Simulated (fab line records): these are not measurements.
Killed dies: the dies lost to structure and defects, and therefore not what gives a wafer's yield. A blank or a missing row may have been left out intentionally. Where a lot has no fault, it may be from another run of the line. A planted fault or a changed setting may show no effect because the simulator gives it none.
fab line records	flow n5_finfet	part 1 of 2: steps 1 to 20 of 30
record: lots: 5	wafers: 15	last_day: 17
route steps=1938 shown MIM_BOT_ETCH@1869 PASS1_CAP@1873 TV_LITHO@1875 TV_OPEN@1887 PAD_METAL@1893 PASSIVATION@1897
lots with no fault: from the same line, run without faults
start_h: the number of hours between the record's first day and the start of the first shown wafer of the lot	wait_h: time in hours since the lot's previous step	" as in the row above	L1.1+2: a single row standing in for several wafers	- value missing, or start not given	* or withheld: withheld	< > ~ a bound
route shown NAME@n: NAME is a module with steps in the file, n the number in the route of the first one	usual: average and standard deviation across the fault-free wafers	same: alike in all rows	chamber/n: place in a boat	sites: each site's reading	_std_site: standard deviation of those values	_edge_site: the outer-site mean with the inner-site mean subtracted	radius_mm: for every site, how far away it sits from the centre of the wafer	mask NAME#n: copy n	behind: the tool/chamber that last shaped the wafer	hold: why the lot went on hold/how many hours it stayed there/how the hold came to an end	device: names the non-switching transistor (n, p or np)	end of line: the tests these same wafers got at the end of their route	for a step that has no rows: nothing shown but its recipe	killed: dies lost to structure and defects at the first sort, not the wafer's yield	map: a wafer's dies, x killed, . not, _ none there
set.NAME: setting as actually run; set.NAME@STEP: the setting as run at that earlier step	model.NAME: the simulator's own value behind a step, which no gauge read
lots seen at some steps along the route; tables by step, rows by wafer
services: from which hour (start_h, from the record's first day; less than 0 if before it) a tool's chamber was out of use, for how many hours, and why
== steps ==
step: N5_MIM_BOT_ETCH_STRIP_01
recipe: chemistry: O2	power_w: 600	temp_c: 60	pressure_mtorr: 30	rf_frequency_hz: 6e+07	bias_power_w: 0	overash_fraction: 0.5	o2_flow_sccm: 225
usual: drypump_motor_current_A: 5.6/0.35	oes_product_au: 0.81/0.08	rf_vpp_V: 3.7/1.2	showerhead_plenum_p_Torr: 2.10/0.074	throttle_valve_pct: 16.64/0.27
lot.wafer	tool	chamber	start_h	wait_h	drypump_motor_current_A	oes_product_au	rf_hours_counter_h	rf_vpp_V	showerhead_plenum_p_Torr	throttle_valve_pct
L076.1	rie_diel-04	3	272.82	0.1	5.0	0.86	37	4.5	2.14	16.21
L076.2	"	1	"	"	5.6	0.94	26	2.5	2.20	16.31
L076.4	"	0	"	"	6.0	0.85	47	4.0	2.13	16.40
L081.1	rie_diel-01	0	309.47	0.1	6.0	0.86	82	3.4	2.01	16.37
L081.2	"	1	"	"	5.2	0.73	197	3.9	2.06	16.74
L081.5	"	1	"	"	5.2	0.73	-	4.2	2.06	16.73
L088.1	rie_diel-04	3	354.22	0.1	5.0	0.81	67	1.7	2.13	16.22
L088.3	"	1	"	"	5.6	0.91	53	2.4	2.19	16.38
L088.4	"	0	"	"	6.0	0.82	73	1.4	2.12	16.45
L092.1	rie_diel-01	2	378.00	0.2	5.4	0.76	143	2.8	2.14	16.91
L092.3	"	0	"	"	6.0	0.85	107	5.4	2.00	16.42
L092.5	"	2	"	"	5.4	0.77	-	4.5	2.14	16.83
L093.1	rie_diel-04	0	390.57	0.1	6.0	0.79	86	4.2	2.11	16.48
L093.4	"	2	"	"	5.7	0.86	60	1.9	2.11	16.69
L093.6	"	1	"	"	5.6	0.86	-	3.8	2.19	16.38
step: N5_MIM_BOT_ETCH_STRIP_02
recipe: chemistry: post_etch_residue_remover	time_s: 1200	temp_c: 72.5
usual: bath_heat_duty_pct: 14.8/1.5
lot.wafer	tool	chamber	start_h	wait_h	bath_heat_duty_pct
L076.1	wet_bench-02	7	272.89	-	16.0
L076.2	"	6	"	"	12.9
L076.4	"	1	"	"	13.9
L081.1	wet_bench-04	5	309.75	-	13.6
L081.2	"	6	"	"	14.1
L081.5	"	4	"	"	16.1
L088.1	wet_bench-03	2	354.29	-	13.9
L088.3	"	0	"	"	13.0
L088.4	"	3	"	"	12.2
L092.1	wet_bench-02	7	378.07	-	16.7
L092.3	"	2	"	"	12.3
L092.5	"	0	"	"	16.5
L093.1	wet_bench-02	6	390.63	-	14.4
L093.4	"	4	"	"	14.7
L093.6	"	5	"	"	13.4
step: N5_MIM_BOT_ETCH_CLEAN_05
recipe: chemistry: IPA	time_s: 180	temp_c: 25
usual: bath_heat_duty_pct: 6.5/0.7
lot.wafer	tool	chamber	start_h	wait_h	bath_heat_duty_pct
L076.1	wet_bench-02	7	273.22	0.0	7.9
L076.2	"	6	"	"	6.1
L076.4	"	1	"	"	6.2
L081.1	wet_bench-04	5	310.09	0.0	7.0
L081.2	"	6	"	"	5.7
L081.5	"	4	"	"	6.8
L088.1	wet_bench-03	2	354.96	0.0	6.4
L088.3	"	0	"	"	6.2
L088.4	"	3	"	"	5.7
L092.1	wet_bench-02	7	378.44	0.0	7.4
L092.3	"	2	"	"	5.2
L092.5	"	0	"	"	7.5
L093.1	wet_bench-02	6	390.97	0.0	6.3
L093.4	"	4	"	"	6.2
L093.6	"	5	"	"	5.5
step: N5_MIM_BOT_ETCH_SRD_06
recipe: dry: ipa_marangoni	time_s: 30	temp_c: 23	rinse_liquid: diw
usual: bath_heat_duty_pct: 3.8/0.53
lot.wafer	tool	chamber	start_h	wait_h	bath_heat_duty_pct
L076.1	wet_bench-02	7	273.27	0.0	3.2
L076.2	"	6	"	"	3.8
L076.4	"	1	"	"	4.1
L081.1	wet_bench-04	5	310.14	0.0	3.5
L081.2	"	6	"	"	2.9
L081.5	"	4	"	"	4.1
L088.1	wet_bench-03	2	355.06	0.0	3.3
L088.3	"	0	"	"	3.5
L088.4	"	3	"	"	2.8
L092.1	wet_bench-02	7	378.49	0.0	3.6
L092.3	"	2	"	"	2.4
L092.5	"	0	"	"	4.2
L093.1	wet_bench-02	6	391.02	0.0	3.4
L093.4	"	4	"	"	3.2
L093.6	"	5	"	"	3.7
step: N5_PASSIVATION_PECVD_55
recipe: material: SiO2	target_thk_a: 4000	temp_c: 400	precursor: SiH4/N2O	pressure_torr: 2.7	rf_w: 608	time_s: 22.5
usual: chamber_pressure_Torr: 2.700/0.0061	heater_power_w: 669/75	showerhead_plenum_p_Torr: 8.12/0.1	throttle_valve_pct: 52.7/2.8
lot.wafer	tool	chamber	start_h	wait_h	chamber_pressure_Torr	heater_power_w	showerhead_plenum_p_Torr	throttle_valve_pct
L076.1	pecvd-03	1	273.32	0.0	2.697	626	8.06	51.6
L076.2	"	2	"	"	2.709	742	8.32	50.1
L076.4	"	0	"	"	2.690	686	8.04	57.2
L081.1	pecvd-04	1	310.18	0.0	2.705	686	8.29	54.0
L081.2	"	0	"	"	2.696	756	8.06	56.0
L081.5	"	1	"	"	2.697	713	8.25	54.1
L088.1	pecvd-02	1	355.13	0.0	2.714	539	8.21	54.8
L088.3	"	0	"	"	2.696	794	8.18	48.5
L088.4	"	2	"	"	2.707	604	8.02	51.0
L092.1	pecvd-02	2	378.54	0.0	2.691	603	8.02	51.4
L092.3	"	0	"	"	2.703	803	8.18	48.8
L092.5	"	0	"	"	2.696	852	8.20	48.8
L093.1	pecvd-04	2	391.07	0.0	2.702	697	8.06	49.6
L093.4	"	2	"	"	2.699	720	8.07	49.2
L093.6	"	2	"	"	2.690	723	8.06	49.5
step: N5_PASSIVATION_PECVD_01
recipe: material: SiNx	target_thk_a: 2000	temp_c: 400	precursor: SiH4/NH3/N2	pressure_torr: 4.9	rf_w: 1406	time_s: 43.2
usual: chamber_pressure_Torr: 4.900/0.012	heater_power_w: 388/78	showerhead_plenum_p_Torr: 8.65/0.076	throttle_valve_pct: 29.8/1.6
lot.wafer	tool	chamber	start_h	wait_h	chamber_pressure_Torr	heater_power_w	showerhead_plenum_p_Torr	throttle_valve_pct
L076.1	pecvd-03	1	273.35	0.0	4.880	303	8.57	29.3
L076.2	"	2	"	"	4.920	388	8.78	28.6
L076.4	"	0	"	"	4.905	377	8.57	32.5
L081.1	pecvd-04	1	310.22	0.0	4.900	369	8.75	30.7
L081.2	"	0	"	"	4.903	391	8.60	31.5
L081.5	"	1	"	"	4.891	379	8.76	30.4
L088.1	pecvd-02	1	355.16	0.0	4.911	282	8.71	30.9
L088.3	"	0	"	"	4.904	543	8.70	27.7
L088.4	"	2	"	"	4.881	220	8.57	29.0
L092.1	pecvd-02	2	378.58	0.0	4.899	337	8.60	29.1
L092.3	"	0	"	"	4.892	496	8.69	27.9
L092.5	"	0	"	"	4.895	525	8.71	27.6
L093.1	pecvd-04	2	391.12	0.0	4.910	429	8.61	28.2
L093.4	"	2	"	"	4.898	433	8.59	27.8
L093.6	"	2	"	"	4.902	443	8.64	28.2
step: N5_PASSIVATION_HMDS_03
recipe: time_s: 60	temp_c: 120
usual: exhaust_pa: 45.1/0.98
lot.wafer	tool	chamber	start_h	wait_h	exhaust_pa
L076.1	litho_track-04	0	274.12	0.7	45.2
L076.2	"	0	"	"	45.9
L076.4	"	0	"	"	45.6
L081.1	litho_track-02	0	310.37	0.1	44.3
L081.2	"	0	"	"	44.1
L081.5	"	0	"	"	46.6
L088.1	litho_track-05	0	356.43	1.2	45.5
L088.3	"	0	"	"	45.9
L088.4	"	0	"	"	45.5
L092.1	litho_track-02	0	380.11	1.5	45.4
L092.3	"	0	"	"	45.3
L092.5	"	0	"	"	45.4
L093.1	litho_track-04	0	391.35	0.2	43.7
L093.4	"	0	"	"	44.8
L093.6	"	0	"	"	44.4
step: N5_PASSIVATION_COAT_04
recipe: spin_rpm: *	resist_thk_nm: *
usual: exhaust_pa: 45.1/0.76
lot.wafer	tool	chamber	start_h	wait_h	exhaust_pa
L076.1	litho_track-04	0	-	-	45.0
L076.2	"	0	"	"	45.4
L076.4	"	0	"	"	44.1
L081.1	litho_track-02	0	-	-	44.8
L081.2	"	0	"	"	44.9
L081.5	"	0	"	"	44.3
L088.1	litho_track-05	0	-	-	45.4
L088.3	"	0	"	"	45.3
L088.4	"	0	"	"	46.1
L092.1	litho_track-02	0	-	-	45.2
L092.3	"	0	"	"	45.2
L092.5	"	0	"	"	44.5
L093.1	litho_track-04	0	-	-	44.9
L093.4	"	0	"	"	45.0
L093.6	"	0	"	"	45.0
step: N5_PASSIVATION_EBR_06
recipe: solvent: PGMEA	ebr_width_mm: 1.5
usual: exhaust_pa: 45.0/0.85
lot.wafer	tool	chamber	start_h	wait_h	exhaust_pa
L076.1	litho_track-04	0	-	-	45.1
L076.2	"	0	"	"	44.3
L076.4	"	0	"	"	46.6
L081.1	litho_track-02	0	-	-	44.9
L081.2	"	0	"	"	45.1
L081.5	"	0	"	"	45.1
L088.1	litho_track-05	0	-	-	44.9
L088.3	"	0	"	"	44.9
L088.4	"	0	"	"	44.5
L092.1	litho_track-02	0	-	-	46.3
L092.3	"	0	"	"	45.0
L092.5	"	0	"	"	44.6
L093.1	litho_track-04	0	-	-	45.9
L093.4	"	0	"	"	45.8
L093.6	"	0	"	"	46.7
step: N5_PASSIVATION_SOFTBAKE_05
recipe: temp_c: 100	time_s: 90
usual: exhaust_pa: 45.2/0.9
lot.wafer	tool	chamber	start_h	wait_h	exhaust_pa
L076.1	litho_track-04	0	-	-	43.8
L076.2	"	0	"	"	44.6
L076.4	"	0	"	"	43.5
L081.1	litho_track-02	0	-	-	45.7
L081.2	"	0	"	"	45.7
L081.5	"	0	"	"	46.0
L088.1	litho_track-05	0	-	-	44.7
L088.3	"	0	"	"	44.1
L088.4	"	0	"	"	44.5
L092.1	litho_track-02	0	-	-	44.2
L092.3	"	0	"	"	45.5
L092.5	"	0	"	"	44.3
L093.1	litho_track-04	0	-	-	44.8
L093.4	"	0	"	"	44.9
L093.6	"	0	"	"	46.0
step: N5_PASSIVATION_EXPOSE_07
recipe: mask_id: TV	na: 0.55	source_shape: conventional	sigma_outer: 0.8	polarization: unpolarized	defocus_nm: 0	target_cd_nm: 3000	dose_mj: 22.75
lot.wafer	tool	chamber	start_h	wait_h	mask
L076.1+2+4	krf_scanner-01	0	274.35	-	TV#0
L081.1+2+5	krf_scanner-02	0	310.60	-	TV#0
L088.1+3+4	krf_scanner-01	0	356.66	-	TV#0
L092.1+3+5	krf_scanner-02	0	380.34	-	TV#0
L093.1+4+6	krf_scanner-01	0	391.45	-	TV#0
step: N5_PASSIVATION_PEB_08
recipe: peb_temp_c: withheld	peb_time_s: *
usual: exhaust_pa: 45.0/0.84
lot.wafer	tool	chamber	start_h	wait_h	exhaust_pa
L076.1	litho_track-04	0	274.41	0.1	45.5
L076.2	"	0	"	"	44.4
L076.4	"	0	"	"	45.7
L081.1	litho_track-02	0	310.65	0.1	45.0
L081.2	"	0	"	"	45.2
L081.5	"	0	"	"	44.5
L088.1	litho_track-05	0	356.72	0.1	44.5
L088.3	"	0	"	"	44.7
L088.4	"	0	"	"	44.6
L092.1	litho_track-02	0	380.40	0.1	45.7
L092.3	"	0	"	"	44.7
L092.5	"	0	"	"	46.4
L093.1	litho_track-04	0	391.51	0.1	45.9
L093.4	"	0	"	"	46.1
L093.6	"	0	"	"	45.3
step: N5_PASSIVATION_DEVELOP_09
recipe: develop_time_s: 60	rinse_liquid: diw	dry: air_spin	dev_temp_c: 21
usual: developer_temp_C: 21.00/0.11	exhaust_pa: 45.0/0.91
lot.wafer	tool	chamber	start_h	wait_h	developer_temp_C	exhaust_pa
L076.1	litho_track-04	0	-	-	21.07	44.8
L076.2	"	0	"	"	21.03	45.4
L076.4	"	0	"	"	21.08	46.1
L081.1	litho_track-02	0	-	-	21.01	45.0
L081.2	"	0	"	"	21.05	45.7
L081.5	"	0	"	"	21.09	45.7
L088.1	litho_track-05	0	-	-	20.86	46.8
L088.3	"	0	"	"	21.19	46.2
L088.4	"	0	"	"	20.90	45.5
L092.1	litho_track-02	0	-	-	20.95	46.3
L092.3	"	0	"	"	20.88	45.7
L092.5	"	0	"	"	20.97	45.2
L093.1	litho_track-04	0	-	-	21.10	45.3
L093.4	"	0	"	"	21.07	45.4
L093.6	"	0	"	"	20.99	44.5
step: N5_PASSIVATION_HARDBAKE_11
recipe: temp_c: 130	time_s: 120
usual: exhaust_pa: 44.9/0.78
lot.wafer	tool	chamber	start_h	wait_h	exhaust_pa
L076.1	litho_track-04	0	-	-	44.3
L076.2	"	0	"	"	45.2
L076.4	"	0	"	"	45.0
L081.1	litho_track-02	0	-	-	45.3
L081.2	"	0	"	"	45.2
L081.5	"	0	"	"	44.1
L088.1	litho_track-05	0	-	-	45.6
L088.3	"	0	"	"	45.3
L088.4	"	0	"	"	44.1
L092.1	litho_track-02	0	-	-	46.0
L092.3	"	0	"	"	45.5
L092.5	"	0	"	"	44.7
L093.1	litho_track-04	0	-	-	44.0
L093.4	"	0	"	"	46.0
L093.6	"	0	"	"	44.5
step: N5_PASSIVATION_CD_MEAS_10
recipe: target_cd_nm: 3000	landing_energy_ev: 500	detector: se_inlens
usual: cd_nm: 2999.3/2.5
same: landing_energy_ev: 500
lot.wafer	tool	chamber	start_h	wait_h	cd_nm
L076.1	cd_sem-03	0	274.53	-	3004.6
L076.2	"	0	"	"	3002.4
L076.4	"	0	"	"	3002.3
L081.1	cd_sem-01	0	310.77	-	2998.2
L081.2	"	0	"	"	2997.0
L081.5	"	0	"	"	2996.2
L088.1	cd_sem-01	0	356.84	-	2998.0
L088.3	"	0	"	"	2997.6
L088.4	"	0	"	"	2999.4
L092.1	cd_sem-03	0	380.52	-	3000.6
L092.3	"	0	"	"	3002.0
L092.5	"	0	"	"	3002.7
L093.1	cd_sem-01	0	391.63	-	3000.7
L093.4	"	0	"	"	3001.4
L093.6	"	0	"	"	3001.0
step: N5_PASSIVATION_OVL_MEAS_60
recipe: points_per_wafer: 44
usual: TV_OVL: 3/5.6
lot.wafer	tool	chamber	start_h	wait_h	TV_OVL[nm]
L076.1	overlay-02	0	274.56	0.0	3
L076.2	"	0	"	"	-3
L076.4	"	0	"	"	-6
L081.1	overlay-01	0	310.80	0.0	10
L081.2	"	0	"	"	7
L081.5	"	0	"	"	4
L088.1	overlay-02	0	356.87	0.0	7
L088.3	"	0	"	"	16
L088.4	"	0	"	"	4
L092.1	overlay-02	0	380.55	0.0	-3
L092.3	"	0	"	"	5
L092.5	"	0	"	"	-5
L093.1	overlay-01	0	391.66	0.0	-2
L093.4	"	0	"	"	10
L093.6	"	0	"	"	6
step: N5_PASSIVATION_INSPECT_61
recipe: mode: adi	inspect_instrument: macro
usual: raw_defect_count: 1.9/1.4
lot.wafer	tool	chamber	start_h	wait_h	raw_defect_count
L076.1	defect_inspect-01	-	274.58	0.0	2
L076.2	"	-	"	"	1
L076.4	"	-	"	"	4
L081.1	defect_inspect-02	-	310.83	0.0	3
L081.2	"	-	"	"	0
L081.5	"	-	"	"	0
L088.1	defect_inspect-02	-	356.89	0.0	5
L088.3	"	-	"	"	1
L088.4	"	-	"	"	0
L092.1	defect_inspect-02	-	380.57	0.0	2
L092.3	"	-	"	"	4
L092.5	"	-	"	"	2
L093.1	defect_inspect-02	-	391.69	0.0	0
L093.4	"	-	"	"	6
L093.6	"	-	"	"	2
step: N5_PASSIVATION_DESCUM_12
recipe: chemistry: O2	time_s: 7.9	source_power_w: 50	bias_power_w: 20	pressure_mtorr: 20	rf_frequency_hz: 2.712e+07	temp_c: 40	o2_flow_sccm: 225
usual: drypump_motor_current_A: 6.0/0.48	oes_product_au: 0.81/0.074	rf_vpp_V: 242.7/1.2	showerhead_plenum_p_Torr: 2.08/0.063	throttle_valve_pct: 20.35/0.24
lot.wafer	tool	chamber	start_h	wait_h	drypump_motor_current_A	oes_product_au	rf_hours_counter_h	rf_vpp_V	showerhead_plenum_p_Torr	throttle_valve_pct
L076.1	rie_diel-03	1	274.62	0.0	5.7	0.73	204	241.6	1.98	20.71
L076.2	"	2	"	"	6.6	0.89	41	244.4	2.14	20.26
L076.4	"	2	"	"	6.6	0.90	-	243.4	2.14	20.26
L081.1	rie_diel-06	2	310.89	0.1	5.3	0.71	202	241.7	2.07	20.76
L081.2	"	0	"	"	6.0	0.79	118	244.5	2.12	20.75
L081.5	"	3	"	"	5.4	0.85	-	243.5	2.22	20.32
L088.1	rie_diel-06	1	357.08	0.2	5.5	0.87	57	241.6	2.03	20.25
L088.3	"	3	"	"	5.4	0.83	88	243.0	2.21	20.34
L088.4	"	0	"	"	6.0	0.78	130	242.3	2.12	20.79
L092.1	rie_diel-02	1	380.72	0.1	6.7	0.74	156	244.3	2.10	20.30
L092.3	"	3	"	"	5.3	0.77	118	243.2	2.01	20.27
L092.5	"	3	"	"	5.3	0.77	-	241.7	2.01	20.30
L093.1	rie_diel-03	1	391.76	0.1	5.7	0.70	243	241.4	1.97	20.75
L093.4	"	2	"	"	6.6	0.84	78	243.3	2.13	20.31
L093.6	"	0	"	"	6.2	0.86	-	243.8	2.03	19.98
step: N5_PASSIVATION_PASS_ETCH_74
recipe: chemistry: CF4/O2	target: SiNx	target_depth_a: 2200	time_s: 110	ion_energy_ev: 100	pressure_mtorr: 40	source_w: 535	bias_w: 49	Ar_flow_sccm: 100	cf4_flow_sccm: 100	O2_flow_sccm: 10
usual: drypump_motor_current_A: 6.0/0.49	oes_product_au: 0.80/0.071	rf_vpp_V: 245/8.5	showerhead_plenum_p_Torr: 2.19/0.057	throttle_valve_pct: 15.94/0.28
lot.wafer	tool	chamber	start_h	wait_h	drypump_motor_current_A	oes_product_au	rf_hours_counter_h	rf_vpp_V	showerhead_plenum_p_Torr	throttle_valve_pct
L076.1	rie_diel-03	1	274.68	0.0	5.7	0.72	204	236	2.11	16.42
L076.2	"	2	"	"	6.6	0.87	41	249	2.24	15.79
L076.4	"	2	"	"	6.6	0.86	-	249	2.24	15.79
L081.1	rie_diel-06	2	310.95	0.0	5.4	0.69	202	253	2.20	16.44
L081.2	"	0	"	"	6.0	0.80	118	237	2.23	16.25
L081.5	"	3	"	"	5.4	0.81	-	248	2.31	15.75
L088.1	rie_diel-06	1	357.14	0.0	5.5	0.87	57	244	2.15	15.84
L088.3	"	3	"	"	5.4	0.80	88	246	2.31	15.78
L088.4	"	0	"	"	6.1	0.79	130	236	2.22	16.28
L092.1	rie_diel-02	1	380.79	0.0	6.6	0.73	156	260	2.20	15.89
L092.3	"	3	"	"	5.3	0.77	118	233	2.13	15.91
L092.5	"	3	"	"	5.3	0.76	-	231	2.13	15.91
L093.1	rie_diel-03	1	391.82	0.0	5.7	0.70	243	237	2.10	16.51
L093.4	"	2	"	"	6.6	0.82	78	250	2.23	15.86
L093.6	"	0	"	"	6.2	0.86	-	247	2.12	15.48
step: N5_PASSIVATION_VIA_ETCH_13
recipe: chemistry: CHF3/O2	target: SiO2	target_depth_a: 6600	CHF3_flow_sccm: 50	O2_flow_sccm: 5	Ar_flow_sccm: 200	time_s: 330	mask_material: PR	pressure_mtorr: 30	source_w: 650	bias_w: 170	ion_energy_ev: 200	ends: cleared
usual: drypump_motor_current_A: 6.0/0.48	etch_rf_on_time_s: 240/5.7	oes_product_au: 0.72/0.064	rf_vpp_V: 532/18	showerhead_plenum_p_Torr: 2.39/0.065	throttle_valve_pct: 18.80/0.25
lot.wafer	tool	chamber	start_h	wait_h	drypump_motor_current_A	etch_rf_on_time_s	oes_product_au	rf_hours_counter_h	rf_vpp_V	showerhead_plenum_p_Torr	throttle_valve_pct
L076.1	rie_diel-03	1	274.77	0.0	5.7	235	0.65	204	512	2.30	19.26
L076.2	"	2	"	"	6.6	243	0.79	41	542	2.45	18.67
L076.4	"	2	"	"	6.6	242	0.79	-	542	2.45	18.67
L081.1	rie_diel-06	2	311.05	0.0	5.4	247	0.64	202	545	2.38	19.17
L081.2	"	0	"	"	6.0	231	0.72	118	515	2.43	19.16
L081.5	"	3	"	"	5.4	235	0.74	-	537	2.54	18.70
L088.1	rie_diel-06	1	357.23	0.0	5.5	231	0.79	57	531	2.35	18.74
L088.3	"	3	"	"	5.4	240	0.73	88	536	2.53	18.73
L088.4	"	0	"	"	6.1	235	0.70	130	515	2.43	19.18
L092.1	rie_diel-02	1	380.88	0.0	6.6	244	0.67	156	564	2.40	18.72
L092.3	"	3	"	"	5.3	238	0.69	118	506	2.32	18.73
L092.5	"	3	"	"	5.3	243	0.68	-	503	2.32	18.73
L093.1	rie_diel-03	1	391.92	0.0	5.7	236	0.63	243	514	2.28	19.33
L093.4	"	2	"	"	6.6	239	0.76	78	542	2.44	18.73
L093.6	"	0	"	"	6.2	235	0.77	-	542	2.33	18.43
